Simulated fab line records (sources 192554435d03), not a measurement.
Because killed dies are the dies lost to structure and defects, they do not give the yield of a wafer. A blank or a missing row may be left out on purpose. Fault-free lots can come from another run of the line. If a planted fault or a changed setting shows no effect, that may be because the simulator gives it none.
Which tool was responsible? || flow n5-finfet || 24 lots, 72 wafers sampled, at 4 steps of a route of 1938

== WHAT EACH GAUGE READ, for each wafer ==
N5_BEOL_M14_CD_MEAS_17 targets a cd of 250 nm. Usual: cd-nm 250.7 nm, standard deviation 2.
{"lot": "L076", "measured": "day 12 15:17", "on": "cd-sem-02", "cd-nm (nm)": "252.0 252.1 251.8", "flag": ""}
{"lot": "L074", "measured": "day 12 18:28", "on": "cd-sem-02", "cd-nm (nm)": "252.6 248.9 251.7", "flag": ""}
{"lot": "L077", "measured": "day 12 19:52", "on": "cd-sem-02", "cd-nm (nm)": "250.0 249.2 250.5", "flag": ""}
{"lot": "L075", "measured": "day 12 23:40", "on": "cd-sem-03", "cd-nm (nm)": "252.0 250.4 251.3", "flag": ""}
{"lot": "L078", "measured": "day 13 18:59", "on": "cd-sem-02", "cd-nm (nm)": "247.9 247.9 248.8", "flag": ""}
{"lot": "L080", "measured": "day 13 21:16", "on": "cd-sem-03", "cd-nm (nm)": "250.7 252.5 247.6", "flag": ""}
{"lot": "L079", "measured": "day 14 02:58", "on": "cd-sem-01", "cd-nm (nm)": "249.5 249.1 253.9", "flag": ""}
{"lot": "L081", "measured": "day 14 09:26", "on": "cd-sem-02", "cd-nm (nm)": "253.8 252.3 253.6", "flag": ""}
{"lot": "L082", "measured": "day 14 12:42", "on": "cd-sem-02", "cd-nm (nm)": "251.2 248.0 245.5", "flag": ""}
{"lot": "L083", "measured": "day 15 03:45", "on": "cd-sem-02", "cd-nm (nm)": "251.4 247.7 249.3", "flag": ""}
{"lot": "L084", "measured": "day 15 09:22", "on": "cd-sem-02", "cd-nm (nm)": "249.3 249.6 249.8", "flag": ""}
{"lot": "L085", "measured": "day 15 19:38", "on": "cd-sem-02", "cd-nm (nm)": "251.3 252.0 252.8", "flag": ""}
{"lot": "L087", "measured": "day 15 19:57", "on": "cd-sem-02", "cd-nm (nm)": "251.7 251.2 247.7", "flag": ""}
{"lot": "L086", "measured": "day 15 20:15", "on": "cd-sem-02", "cd-nm (nm)": "249.1 251.6 253.9", "flag": ""}
{"lot": "L091", "measured": "day 16 22:54", "on": "cd-sem-01", "cd-nm (nm)": "248.4 250.5 249.7", "flag": ""}
{"lot": "L089", "measured": "day 16 22:56", "on": "cd-sem-01", "cd-nm (nm)": "251.4 252.3 252.1", "flag": ""}
{"lot": "L092", "measured": "day 17 04:17", "on": "cd-sem-01", "cd-nm (nm)": "250.0 250.3 250.9", "flag": ""}
{"lot": "L090", "measured": "day 17 04:17", "on": "cd-sem-03", "cd-nm (nm)": "252.0 253.9 249.4", "flag": ""}
{"lot": "L088", "measured": "day 17 07:16", "on": "cd-sem-03", "cd-nm (nm)": "248.7 250.9 250.0", "flag": ""}
{"lot": "L094", "measured": "day 17 22:27", "on": "cd-sem-02", "cd-nm (nm)": "248.3 250.6 249.4", "flag": ""}
{"lot": "L093", "measured": "day 17 22:48", "on": "cd-sem-01", "cd-nm (nm)": "253.4 248.1 250.3", "flag": ""}
{"lot": "L095", "measured": "day 18 02:11", "on": "cd-sem-01", "cd-nm (nm)": "253.5 252.4 250.3", "flag": ""}
{"lot": "L097", "measured": "day 18 05:40", "on": "cd-sem-01", "cd-nm (nm)": "249.2 247.9 252.0", "flag": ""}
{"lot": "L096", "measured": "day 18 16:44", "on": "cd-sem-03", "cd-nm (nm)": "252.0 252.4 253.4", "flag": ""}

N5_BEOL_M14_RS_MEAS_54: the measuring method here is four-point-probe. Usual: M14_RS gives 0.0332 ohm/sq (standard deviation 0.00064).
{"lot": "L076", "measured": "day 12 21:12", "on": "film-metro-02", "M14_RS (ohm/sq)": "0.0338 0.0336 0.0339", "flag": ""}
{"lot": "L074", "measured": "day 12 22:06", "on": "film-metro-02", "M14_RS (ohm/sq)": "0.0331 0.0336 0.0330", "flag": ""}
{"lot": "L077", "measured": "day 13 01:03", "on": "film-metro-01", "M14_RS (ohm/sq)": "0.0323 0.0334 0.0324", "flag": ""}
{"lot": "L075", "measured": "day 13 06:02", "on": "film-metro-02", "M14_RS (ohm/sq)": "0.0333 0.0323 0.0325", "flag": ""}
{"lot": "L078", "measured": "day 14 01:12", "on": "film-metro-02", "M14_RS (ohm/sq)": "0.0335 0.0333 0.0335", "flag": ""}
{"lot": "L080", "measured": "day 14 01:28", "on": "film-metro-02", "M14_RS (ohm/sq)": "0.0335 0.0328 0.0332", "flag": ""}
{"lot": "L079", "measured": "day 14 10:17", "on": "film-metro-01", "M14_RS (ohm/sq)": "0.0340 0.0332 0.0345", "flag": ""}
{"lot": "L081", "measured": "day 14 13:06", "on": "film-metro-01", "M14_RS (ohm/sq)": "0.0337 0.0337 0.0336", "flag": ""}
{"lot": "L082", "measured": "day 14 16:22", "on": "film-metro-02", "M14_RS (ohm/sq)": "0.0334 0.0332 0.0335", "flag": ""}
{"lot": "L083", "measured": "day 15 07:14", "on": "film-metro-02", "M14_RS (ohm/sq)": "0.0340 0.0321 0.0324", "flag": ""}
{"lot": "L084", "measured": "day 15 17:06", "on": "film-metro-01", "M14_RS (ohm/sq)": "0.0339 0.0335 0.0347", "flag": ""}
{"lot": "L085", "measured": "day 15 23:07", "on": "film-metro-02", "M14_RS (ohm/sq)": "0.0336 0.0335 0.0335", "flag": ""}
{"lot": "L087", "measured": "day 15 23:15", "on": "film-metro-02", "M14_RS (ohm/sq)": "0.0334 0.0333 0.0344", "flag": ""}
{"lot": "L086", "measured": "day 16 03:19", "on": "film-metro-02", "M14_RS (ohm/sq)": "0.0334 0.0335 0.0338", "flag": ""}
{"lot": "L091", "measured": "day 17 02:10", "on": "film-metro-01", "M14_RS (ohm/sq)": "0.0333 0.0327 0.0336", "flag": ""}
{"lot": "L089", "measured": "day 17 02:38", "on": "film-metro-02", "M14_RS (ohm/sq)": "0.0331 0.0334 0.0332", "flag": ""}
{"lot": "L092", "measured": "day 17 09:34", "on": "film-metro-01", "M14_RS (ohm/sq)": "0.0335 0.0338 0.0339", "flag": ""}
{"lot": "L090", "measured": "day 17 12:18", "on": "film-metro-01", "M14_RS (ohm/sq)": "0.0324 0.0323 0.0323", "flag": ""}
{"lot": "L088", "measured": "day 17 15:22", "on": "film-metro-02", "M14_RS (ohm/sq)": "0.0325 0.0325 0.0326", "flag": ""}
{"lot": "L094", "measured": "day 18 02:49", "on": "film-metro-01", "M14_RS (ohm/sq)": "0.0334 0.0345 0.0337", "flag": ""}
{"lot": "L093", "measured": "day 18 03:21", "on": "film-metro-01", "M14_RS (ohm/sq)": "0.0330 0.0324 0.0335", "flag": ""}
{"lot": "L095", "measured": "day 18 06:51", "on": "film-metro-01", "M14_RS (ohm/sq)": "0.0321 0.0326 0.0319", "flag": ""}
{"lot": "L097", "measured": "day 18 11:49", "on": "film-metro-02", "M14_RS (ohm/sq)": "0.0337 0.0321 0.0333", "flag": ""}
{"lot": "L096", "measured": "day 18 23:35", "on": "film-metro-01", "M14_RS (ohm/sq)": "0.0327 0.0332 0.0328", "flag": ""}

== WHAT TOOL EACH LOT RAN ON (gives the tool, then ch and the chambers of the sampled wafers, and finally the start) ==
{"lot": "L076", "N5_BEOL_M14_ETCH_68": "rie-diel-04 ch 0,3, day 12 15:55", "N5_BEOL_M14_SPUTTER_45": "pvd-sputter-01, day 12 19:23"}
{"lot": "L074", "N5_BEOL_M14_ETCH_68": "rie-diel-04 ch 0,1,3, day 12 19:11", "N5_BEOL_M14_SPUTTER_45": "pvd-sputter-03, day 12 20:26"}
{"lot": "L077", "N5_BEOL_M14_ETCH_68": "rie-diel-06 ch 0,2,3, day 12 20:35", "N5_BEOL_M14_SPUTTER_45": "pvd-sputter-02, day 12 23:46"}
{"lot": "L075", "N5_BEOL_M14_ETCH_68": "rie-diel-06 ch 0,2,3, day 13 00:23", "N5_BEOL_M14_SPUTTER_45": "pvd-sputter-01, day 13 04:44"}
{"lot": "L078", "N5_BEOL_M14_ETCH_68": "rie-diel-04 ch 0,3, day 13 19:48", "N5_BEOL_M14_SPUTTER_45": "pvd-sputter-01, day 14 00:10"}
{"lot": "L080", "N5_BEOL_M14_ETCH_68": "rie-diel-04 ch 0,1, day 13 21:59", "N5_BEOL_M14_SPUTTER_45": "pvd-sputter-03, day 14 00:14"}
{"lot": "L079", "N5_BEOL_M14_ETCH_68": "rie-diel-03 ch 1,2,3, day 14 03:46", "N5_BEOL_M14_SPUTTER_45": "pvd-sputter-01, day 14 09:16"}
{"lot": "L081", "N5_BEOL_M14_ETCH_68": "rie-diel-04 ch 0,2,3, day 14 10:09", "N5_BEOL_M14_SPUTTER_45": "pvd-sputter-01, day 14 11:18"}
{"lot": "L082", "N5_BEOL_M14_ETCH_68": "rie-diel-04 ch 1,3, day 14 13:25", "N5_BEOL_M14_SPUTTER_45": "pvd-sputter-02, day 14 15:20"}
{"lot": "L083", "N5_BEOL_M14_ETCH_68": "rie-diel-06 ch 0,1,2, day 15 04:56", "N5_BEOL_M14_SPUTTER_45": "pvd-sputter-03, day 15 06:11"}
{"lot": "L084", "N5_BEOL_M14_ETCH_68": "rie-diel-03 ch 1,2, day 15 10:05", "N5_BEOL_M14_SPUTTER_45": "pvd-sputter-03, day 15 16:04"}
{"lot": "L085", "N5_BEOL_M14_ETCH_68": "rie-diel-04 ch 0,1,2, day 15 20:19", "N5_BEOL_M14_SPUTTER_45": "pvd-sputter-03, day 15 22:04"}
{"lot": "L087", "N5_BEOL_M14_ETCH_68": "rie-diel-03 ch 0,1,2, day 15 20:40", "N5_BEOL_M14_SPUTTER_45": "pvd-sputter-02, day 15 22:06"}
{"lot": "L086", "N5_BEOL_M14_ETCH_68": "rie-diel-04 ch 0,1,2, day 15 20:59", "N5_BEOL_M14_SPUTTER_45": "pvd-sputter-03, day 16 02:17"}
{"lot": "L091", "N5_BEOL_M14_ETCH_68": "rie-diel-04 ch 1,3, day 16 23:37", "N5_BEOL_M14_SPUTTER_45": "pvd-sputter-03, day 17 00:52"}
{"lot": "L089", "N5_BEOL_M14_ETCH_68": "rie-diel-03 ch 0,1, day 16 23:40", "N5_BEOL_M14_SPUTTER_45": "pvd-sputter-02, day 17 00:53"}
{"lot": "L092", "N5_BEOL_M14_ETCH_68": "rie-diel-03 ch 0,3, day 17 05:07", "N5_BEOL_M14_SPUTTER_45": "pvd-sputter-01, day 17 08:14"}
{"lot": "L090", "N5_BEOL_M14_ETCH_68": "rie-diel-06 ch 1, day 17 05:14", "N5_BEOL_M14_SPUTTER_45": "pvd-sputter-03, day 17 11:07"}
{"lot": "L088", "N5_BEOL_M14_ETCH_68": "rie-diel-06 ch 1,3, day 17 07:51", "N5_BEOL_M14_SPUTTER_45": "pvd-sputter-01, day 17 14:04"}
{"lot": "L094", "N5_BEOL_M14_ETCH_68": "rie-diel-03 ch 0,1,2, day 17 23:20", "N5_BEOL_M14_SPUTTER_45": "pvd-sputter-01, day 18 01:46"}
{"lot": "L093", "N5_BEOL_M14_ETCH_68": "rie-diel-04 ch 0,1,3, day 17 23:45", "N5_BEOL_M14_SPUTTER_45": "pvd-sputter-01, day 18 02:19"}
{"lot": "L095", "N5_BEOL_M14_ETCH_68": "rie-diel-06 ch 2,3, day 18 03:28", "N5_BEOL_M14_SPUTTER_45": "pvd-sputter-02, day 18 05:47"}
{"lot": "L097", "N5_BEOL_M14_ETCH_68": "rie-diel-04 ch 0,2,3, day 18 06:16", "N5_BEOL_M14_SPUTTER_45": "pvd-sputter-03, day 18 10:46"}
{"lot": "L096", "N5_BEOL_M14_ETCH_68": "rie-diel-06 ch 0,3, day 18 17:25", "N5_BEOL_M14_SPUTTER_45": "pvd-sputter-01, day 18 22:15"}
- N5_BEOL_M14_ETCH_68: etches SOC in N2/H2, time 450 s.
- N5_BEOL_M14_SPUTTER_45: material Cu, target thk 100 nm, time 16.67 s.

== AS READ BY THE TOOLS THEMSELVES (means over the sampled wafers that have a number; for cases with no such wafer, the mark the record gives instead) ==
N5_BEOL_M14_ETCH_68. Usual: bias-w 350.0 W, standard deviation 1; drypump-motor-current-A 5.6 A, standard deviation 0.53; oes-product-au 0.78 a.u., standard deviation 0.076; rf-vpp-V 523.4 V, standard deviation 2.7; showerhead-plenum-p-Torr 2.52 Torr, standard deviation 0.095; throttle-valve-pct 17.69 %, standard deviation 0.21.
{"lot": "L076", "tool": "rie-diel-04", "bias-w (W)": 348.4, "drypump-motor-current-A (A)": 5.3, "oes-product-au (a.u.)": 0.74, "rf-vpp-V (V)": 522.0, "showerhead-plenum-p-Torr (Torr)": 2.46, "throttle-valve-pct (%)": 17.76, "flag": ""}
{"lot": "L074", "tool": "rie-diel-04", "bias-w (W)": 349.5, "drypump-motor-current-A (A)": 5.5, "oes-product-au (a.u.)": 0.73, "rf-vpp-V (V)": 522.0, "showerhead-plenum-p-Torr (Torr)": 2.45, "throttle-valve-pct (%)": 17.63, "flag": ""}
{"lot": "L077", "tool": "rie-diel-06", "bias-w (W)": 350.6, "drypump-motor-current-A (A)": 5.2, "oes-product-au (a.u.)": 0.88, "rf-vpp-V (V)": 526.3, "showerhead-plenum-p-Torr (Torr)": 2.61, "throttle-valve-pct (%)": 17.67, "flag": ""}
{"lot": "L075", "tool": "rie-diel-06", "bias-w (W)": 350.6, "drypump-motor-current-A (A)": 5.2, "oes-product-au (a.u.)": 0.87, "rf-vpp-V (V)": 526.3, "showerhead-plenum-p-Torr (Torr)": 2.61, "throttle-valve-pct (%)": 17.68, "flag": ""}
{"lot": "L078", "tool": "rie-diel-04", "bias-w (W)": 351.0, "drypump-motor-current-A (A)": 5.5, "oes-product-au (a.u.)": 0.69, "rf-vpp-V (V)": 522.1, "showerhead-plenum-p-Torr (Torr)": 2.48, "throttle-valve-pct (%)": 17.70, "flag": ""}
{"lot": "L080", "tool": "rie-diel-04", "bias-w (W)": 350.5, "drypump-motor-current-A (A)": 5.4, "oes-product-au (a.u.)": 0.73, "rf-vpp-V (V)": 520.6, "showerhead-plenum-p-Torr (Torr)": 2.42, "throttle-valve-pct (%)": 17.61, "flag": ""}
{"lot": "L079", "tool": "rie-diel-03", "bias-w (W)": 350.2, "drypump-motor-current-A (A)": 5.9, "oes-product-au (a.u.)": 0.77, "rf-vpp-V (V)": 521.5, "showerhead-plenum-p-Torr (Torr)": 2.47, "throttle-valve-pct (%)": 17.68, "flag": ""}
{"lot": "L081", "tool": "rie-diel-04", "bias-w (W)": 348.6, "drypump-motor-current-A (A)": 5.8, "oes-product-au (a.u.)": 0.80, "rf-vpp-V (V)": 522.5, "showerhead-plenum-p-Torr (Torr)": 2.48, "throttle-valve-pct (%)": 17.77, "flag": ""}
{"lot": "L082", "tool": "rie-diel-04", "bias-w (W)": 349.1, "drypump-motor-current-A (A)": 5.8, "oes-product-au (a.u.)": 0.67, "rf-vpp-V (V)": 521.5, "showerhead-plenum-p-Torr (Torr)": 2.47, "throttle-valve-pct (%)": 17.58, "flag": ""}
{"lot": "L083", "tool": "rie-diel-06", "bias-w (W)": 350.0, "drypump-motor-current-A (A)": 5.5, "oes-product-au (a.u.)": 0.84, "rf-vpp-V (V)": 526.4, "showerhead-plenum-p-Torr (Torr)": 2.61, "throttle-valve-pct (%)": 17.68, "flag": ""}
{"lot": "L084", "tool": "rie-diel-03", "bias-w (W)": 351.1, "drypump-motor-current-A (A)": 6.1, "oes-product-au (a.u.)": 0.76, "rf-vpp-V (V)": 522.4, "showerhead-plenum-p-Torr (Torr)": 2.50, "throttle-valve-pct (%)": 17.59, "flag": ""}
{"lot": "L085", "tool": "rie-diel-04", "bias-w (W)": 350.3, "drypump-motor-current-A (A)": 5.8, "oes-product-au (a.u.)": 0.79, "rf-vpp-V (V)": 520.2, "showerhead-plenum-p-Torr (Torr)": 2.44, "throttle-valve-pct (%)": 17.76, "flag": ""}
{"lot": "L087", "tool": "rie-diel-03", "bias-w (W)": 349.9, "drypump-motor-current-A (A)": 5.7, "oes-product-au (a.u.)": 0.75, "rf-vpp-V (V)": 523.3, "showerhead-plenum-p-Torr (Torr)": 2.53, "throttle-valve-pct (%)": 17.73, "flag": ""}
{"lot": "L086", "tool": "rie-diel-04", "bias-w (W)": 349.5, "drypump-motor-current-A (A)": 5.8, "oes-product-au (a.u.)": 0.79, "rf-vpp-V (V)": 521.2, "showerhead-plenum-p-Torr (Torr)": 2.44, "throttle-valve-pct (%)": 17.76, "flag": ""}
{"lot": "L091", "tool": "rie-diel-04", "bias-w (W)": 349.9, "drypump-motor-current-A (A)": 5.7, "oes-product-au (a.u.)": 0.77, "rf-vpp-V (V)": 520.8, "showerhead-plenum-p-Torr (Torr)": 2.43, "throttle-valve-pct (%)": 17.42, "flag": ""}
{"lot": "L089", "tool": "rie-diel-03", "bias-w (W)": 350.3, "drypump-motor-current-A (A)": 5.6, "oes-product-au (a.u.)": 0.73, "rf-vpp-V (V)": 525.5, "showerhead-plenum-p-Torr (Torr)": 2.59, "throttle-valve-pct (%)": 17.69, "flag": ""}
{"lot": "L092", "tool": "rie-diel-03", "bias-w (W)": 350.2, "drypump-motor-current-A (A)": 5.4, "oes-product-au (a.u.)": 0.73, "rf-vpp-V (V)": 524.8, "showerhead-plenum-p-Torr (Torr)": 2.56, "throttle-valve-pct (%)": 17.78, "flag": ""}
{"lot": "L090", "tool": "rie-diel-06", "bias-w (W)": 350.7, "drypump-motor-current-A (A)": 5.9, "oes-product-au (a.u.)": 0.79, "rf-vpp-V (V)": 527.3, "showerhead-plenum-p-Torr (Torr)": 2.67, "throttle-valve-pct (%)": 17.74, "flag": ""}
{"lot": "L088", "tool": "rie-diel-06", "bias-w (W)": 350.8, "drypump-motor-current-A (A)": 5.6, "oes-product-au (a.u.)": 0.80, "rf-vpp-V (V)": 527.1, "showerhead-plenum-p-Torr (Torr)": 2.66, "throttle-valve-pct (%)": 17.77, "flag": ""}
{"lot": "L094", "tool": "rie-diel-03", "bias-w (W)": 349.8, "drypump-motor-current-A (A)": 5.7, "oes-product-au (a.u.)": 0.73, "rf-vpp-V (V)": 523.4, "showerhead-plenum-p-Torr (Torr)": 2.52, "throttle-valve-pct (%)": 17.75, "flag": ""}
{"lot": "L093", "tool": "rie-diel-04", "bias-w (W)": 349.7, "drypump-motor-current-A (A)": 5.5, "oes-product-au (a.u.)": 0.85, "rf-vpp-V (V)": 523.8, "showerhead-plenum-p-Torr (Torr)": 2.54, "throttle-valve-pct (%)": 17.40, "flag": ""}
{"lot": "L095", "tool": "rie-diel-06", "bias-w (W)": 349.4, "drypump-motor-current-A (A)": 5.3, "oes-product-au (a.u.)": 0.82, "rf-vpp-V (V)": 525.6, "showerhead-plenum-p-Torr (Torr)": 2.59, "throttle-valve-pct (%)": 17.65, "flag": ""}
{"lot": "L097", "tool": "rie-diel-04", "bias-w (W)": 349.8, "drypump-motor-current-A (A)": 5.8, "oes-product-au (a.u.)": 0.83, "rf-vpp-V (V)": 522.1, "showerhead-plenum-p-Torr (Torr)": 2.46, "throttle-valve-pct (%)": 17.68, "flag": ""}
{"lot": "L096", "tool": "rie-diel-06", "bias-w (W)": 350.7, "drypump-motor-current-A (A)": 5.1, "oes-product-au (a.u.)": 0.81, "rf-vpp-V (V)": 527.0, "showerhead-plenum-p-Torr (Torr)": 2.62, "throttle-valve-pct (%)": 17.84, "flag": ""}

N5_BEOL_M14_SPUTTER_45. Usual: throttle-valve-pct 30.2 %, standard deviation 1.2.
{"lot": "L076", "tool": "pvd-sputter-01", "throttle-valve-pct (%)": 31.1, "flag": ""}
{"lot": "L074", "tool": "pvd-sputter-03", "throttle-valve-pct (%)": 30.0, "flag": ""}
{"lot": "L077", "tool": "pvd-sputter-02", "throttle-valve-pct (%)": 29.0, "flag": ""}
{"lot": "L075", "tool": "pvd-sputter-01", "throttle-valve-pct (%)": 31.2, "flag": ""}
{"lot": "L078", "tool": "pvd-sputter-01", "throttle-valve-pct (%)": 31.1, "flag": ""}
{"lot": "L080", "tool": "pvd-sputter-03", "throttle-valve-pct (%)": 29.2, "flag": ""}
{"lot": "L079", "tool": "pvd-sputter-01", "throttle-valve-pct (%)": 31.5, "flag": ""}
{"lot": "L081", "tool": "pvd-sputter-01", "throttle-valve-pct (%)": 31.5, "flag": ""}
{"lot": "L082", "tool": "pvd-sputter-02", "throttle-valve-pct (%)": 29.0, "flag": ""}
{"lot": "L083", "tool": "pvd-sputter-03", "throttle-valve-pct (%)": 29.2, "flag": ""}
{"lot": "L084", "tool": "pvd-sputter-03", "throttle-valve-pct (%)": 29.9, "flag": ""}
{"lot": "L085", "tool": "pvd-sputter-03", "throttle-valve-pct (%)": 29.0, "flag": ""}
{"lot": "L087", "tool": "pvd-sputter-02", "throttle-valve-pct (%)": 29.4, "flag": ""}
{"lot": "L086", "tool": "pvd-sputter-03", "throttle-valve-pct (%)": 28.6, "flag": ""}
{"lot": "L091", "tool": "pvd-sputter-03", "throttle-valve-pct (%)": 29.7, "flag": ""}
{"lot": "L089", "tool": "pvd-sputter-02", "throttle-valve-pct (%)": 29.0, "flag": ""}
{"lot": "L092", "tool": "pvd-sputter-01", "throttle-valve-pct (%)": 31.5, "flag": ""}
{"lot": "L090", "tool": "pvd-sputter-03", "throttle-valve-pct (%)": 29.8, "flag": ""}
{"lot": "L088", "tool": "pvd-sputter-01", "throttle-valve-pct (%)": 31.5, "flag": ""}
{"lot": "L094", "tool": "pvd-sputter-01", "throttle-valve-pct (%)": 31.5, "flag": ""}
{"lot": "L093", "tool": "pvd-sputter-01", "throttle-valve-pct (%)": 31.4, "flag": ""}
{"lot": "L095", "tool": "pvd-sputter-02", "throttle-valve-pct (%)": 29.1, "flag": ""}
{"lot": "L097", "tool": "pvd-sputter-03", "throttle-valve-pct (%)": 29.2, "flag": ""}
{"lot": "L096", "tool": "pvd-sputter-01", "throttle-valve-pct (%)": 31.0, "flag": ""}

== THE ANSWER, worked out from the rows above alone ==
Rule: a lot is off if the mean of its wafers that have a number lies more than 3 standard deviations from the usual mean. A lot without any number at a reading at which 4 lots or more have one is off too. All remaining lots with rows at the step are treated as sound. First the gauges in route order, then the tools' own readings, where a lot's mean is used as printed above. The first step at which some lot is off is used, and at that step the reading that is off furthest; a lot without a number counts as furthest.
Nothing can be told from this: no lot is off at any reading shown.

== WHAT HAD BEEN PUT IN BY THE SIMULATOR ==
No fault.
